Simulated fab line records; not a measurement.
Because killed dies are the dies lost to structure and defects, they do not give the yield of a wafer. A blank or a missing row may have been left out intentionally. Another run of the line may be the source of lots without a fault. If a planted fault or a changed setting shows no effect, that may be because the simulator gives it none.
A struck lot beside a sound one :: flow n5_finfet :: 33 steps out of a route of 1938
Sound: these wafers, L801.2, L801.3, L801.4. Struck: wafer L812.4; the same lot's L812.5 was not struck, so it is left out; see the end for the cause.
At each step with rows: each side's tool, then ch and its chambers, then its first start. Under that, the readings that differ: sound wafers :: struck wafers :: difference of the means :: sigmas: that difference in standard deviations of wafers without a fault.
alike: words and numbers the same on both sides, and readings whose means are apart by under 2 such deviations; not compared: readings that were withheld, readings missing a value for some wafer, numbers with overlapping values and no deviation given by the record, and bounds like >300 which may hide the same value.
The two part at a step that has a row with sigmas, a row that says differs or no value, or rows on one side only. Non-overlapping numbers with no deviation appear without sigmas and do not part them. A reading missing from all wafers of one side parts the sides only when that side holds two or more wafers.

first, 10 steps without rows for these wafers: N5_DUMMY_GATE_ETCH_44 (etches poly-Si in HBr/O2, stops on SiO2, target depth 127.5 nm); N5_DUMMY_GATE_ETCH_42 (etches SiO2 in CHF3/O2, target depth 3.5 nm, time 31 s); N5_DUMMY_GATE_STRIP_48 (strips in N2/H2, time 20 s); N5_DUMMY_GATE_PRECLEAN_33 (cleans in dHF, time 10 s); N5_DUMMY_GATE_PRECLEAN_25 (cleans in O3/DIW, time 45 s); N5_DUMMY_GATE_PRECLEAN_51 (cleans in SC2, time 45 s); N5_DUMMY_GATE_SRD_26 (time 30 s); N5_DUMMY_GATE_UV_OZONE_45 (time 120 s); N5_SPACER0_ALD_07 (deposits SiNx, target thk 2 nm); N5_SPACER0_ALD_00 (deposits SiOCN, target thk 3.5 nm, pulse time 3 s, purge time 2 s).
N5_SPACER0_ALD_08: deposits SiNx, target thk 2 nm.
  sound on ald_sin-04 ch 0,1,2, day 4 12:23; struck on ald_sin-04 ch 0, day 7 05:39
reading: since_wet_clean_h (h)
sound: 365 365 365
struck: 50
difference: -315
sigmas: 

reading: model.SiNx_of_SPACER0_ALD_08.thk_nm (nm)
sound: 2 2 2
struck: 1.6
difference: -0.4
sigmas: 
  alike: heater_power_w, susceptor_temp_C
then, 18 steps without rows for these wafers: N5_SD_EPI_N_COAT_32 (time 60 s, resist thk 350 nm); N5_SD_EPI_N_COAT_33 (time 60 s, resist thk 35 nm); N5_SD_EPI_N_COAT_03 (resist thk 150 nm); N5_SD_EPI_N_EBR_05; N5_SD_EPI_N_SOFTBAKE_04 (time 60 s); N5_SD_EPI_N_EXPOSE_06 (exposes mask SD N BLK, target cd 120 nm); N5_SD_EPI_N_PEB_07 (peb time 60 s); N5_SD_EPI_N_DEVELOP_08 (develop time 30 s); N5_SD_EPI_N_DESCUM_14 (chemistry O2, time 7.9 s); N5_SD_EPI_N_ETCH_34 (etches SiARC in CF4, target depth 45.5 nm, time 75.8 s); N5_SD_EPI_N_ETCH_35 (etches SOC in N2/H2, overetch 108 nm, time 486 s); N5_SD_EPI_N_STRIP_36 (strips in N2/H2); N5_SD_EPI_N_ETCHBACK_44 (etches SiNx in CH3F/O2, stops on SiO2, target depth 14.5 nm); N5_SD_EPI_N_ETCH_45 (etches SiOCN in CH3F/O2, target depth 6 nm); N5_SD_EPI_N_ETCH_16 (etches SiO2 in CHF3/O2, target depth 5 nm); N5_SD_EPI_N_STRIP_47 (strips in CHF3/O2); N5_SD_EPI_N_SD_RECESS_17 (chemistry HBr/Cl2/O2, target depth 41 nm, time 23.7 s, bt time 3 s); N5_SD_EPI_N_STRIP_38 (strips in N2/H2).
N5_SD_EPI_N_WET_ETCH_43: etches SiO2 in dHF, time 14 s, target depth 1.5 nm.
  sound on wet_bench-03 ch 2,3,6, day 4 13:54; struck on wet_bench-03 ch 4, day 7 07:11
reading: model.SiNx_of_SPACER0_ALD_08.thk_nm (nm)
sound: 1.6 1.6 1.6
struck: 1
difference: -1
sigmas: 
then, 1 step without rows for these wafers: N5_SD_EPI_N_STRIP_18 (strips in SPM, time 750 s).
-- a jump in the record: the struck wafers' starts before and after are 6 days apart (it breaks off in module SD_EPI_N and resumes in module BEOL_M4, where the first step shown is number 1111 of the route) --
N5_BEOL_M4_RC_MEAS_101:
  sound on prober-02 ch 0, day 10 23:00; struck on prober-02 ch 0, day 13 04:19
  alike: DIBL_N, DIBL_P, IOFF_N, IOFF_P, ION_N, ION_P, SS_N, SS_P, VT_N, VT_P
-- here the record skips 4 days between the struck wafers' starts before and after, leaving off in module BEOL_M4 and picking up in module PASSIVATION (first step shown: number 1936 of the route) --
N5_PASSIVATION_PROBE_49:
  sound on prober-02, day 14 23:13; struck on prober-02, day 17 10:11
reading: killed_at_M0_to_M3
sound: 35 42 31
struck: 13
difference: -23
sigmas: -2
  alike: defect_limited_yield, killed_at_M4_up, killed_at_contacts, killed_at_front_end, killed_at_other, killed_dies, killed_open, killed_short, sort_bin_5_function, sort_bin_6_memory, sort_n_pass, sort_yield_pct

== WHERE THEY PART ==
N5_PASSIVATION_PROBE_49 only, going by this record.

WHY: whatever the simulator had introduced
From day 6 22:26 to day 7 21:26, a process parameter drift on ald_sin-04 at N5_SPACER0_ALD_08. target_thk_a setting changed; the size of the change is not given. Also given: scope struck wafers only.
